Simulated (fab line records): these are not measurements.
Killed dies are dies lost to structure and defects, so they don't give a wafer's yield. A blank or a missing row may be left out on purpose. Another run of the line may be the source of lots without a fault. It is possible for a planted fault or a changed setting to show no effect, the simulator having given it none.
Matching of chambers | flow n5-finfet | ald-hk-02 running N5_HKMG_FIN_ALD_75: 4 sister chambers
The step deposits Al2O3, target thk 1 nm, co reactant pulse time 1 s. 14 wafers are shown with their chamber, then 7 later ones without.

WAFERS, EACH WITH ITS CHAMBER
wafer  | chamber | heater-power-w (W) | susceptor-temp-C (C) | precursor-pulse-height-rel
L077.1 | 1       | 143                | 150.00               | 1.008
L077.2 | 2       | 149                | 149.81               | 0.966
L077.3 | 3       | 138                | 150.23               | 1.006
L084.3 | 0       | 148                | 150.09               | 0.985
L084.5 | 1       | 143                | 150.18               | 1.018
L084.6 | 2       | 148                | 149.94               | 0.968
L089.1 | 3       | 133                | 150.19               | 1.022
L089.4 | 2       | 148                | 149.98               | 1.028
L089.6 | 3       | 139                | 150.23               | 0.978
L091.4 | 0       | 149                | 150.07               | 1.001
L091.5 | 2       | 149                | 149.95               | 0.989
L091.6 | 3       | 136                | 150.04               | 1.001
L092.1 | 1       | 146                | 149.93               | 1.031
L092.2 | 3       | 135                | 149.97               | 1.018

SIGNATURES (means of the wafers above)
reading                    | chamber 0 | chamber 1 | chamber 2 | chamber 3 | scatter within a chamber
heater-power-w             | 148.50    | 144.00    | 148.50    | 136.20    | 1.74
susceptor-temp-C           | 150.0800  | 150.0367  | 149.9200  | 150.1320  | 0.104
precursor-pulse-height-rel | 0.99300   | 1.01900   | 0.98775   | 1.00500   | 0.0202
Rule: a wafer lies at a distance from a chamber equal to the root of the sum of squares, over the readings, of (its reading less the chamber's mean, divided by the reading's scatter). The wafer belongs to the nearest chamber; if the next one is less than 2 further off, it can't be placed. The scatter is the square root of a quotient: the sum, over the shown wafers, of each reading's squared deviation from its chamber's mean, divided by wafers minus chambers.

WAFERS MISSING THEIR CHAMBER
wafer  | heater-power-w (W) | susceptor-temp-C (C) | precursor-pulse-height-rel
L092.5 | 146                | 149.78               | 1.025
L093.2 | 137                | 149.78               | 0.999
L093.4 | 145                | 150.04               | 1.042
L093.5 | 143                | 150.11               | 0.986
L097.3 | 145                | 150.23               | 0.985
L097.4 | 138                | 149.99               | 0.991
L097.5 | 137                | 149.91               | 0.983

WHICH CHAMBER EACH ONE RAN IN
wafer  | from the rows above          | in truth
L092.5 | can't be placed: 2 or 1 or 0 | 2
L093.2 | can't be placed: 3 or 1      | 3
L093.4 | can't be placed: 1 or 0      | 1
L093.5 | can't be placed: 1 or 0 or 2 | 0
L097.3 | can't be placed: 0 or 1 or 2 | 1
L097.4 | can't be placed: 3 or 1      | 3
L097.5 | 3                            | 3
Correct placement for 1 of the 7. Can't be placed from these rows: 6 (the true chamber is among the candidates in 6). Wrongly placed: 0.
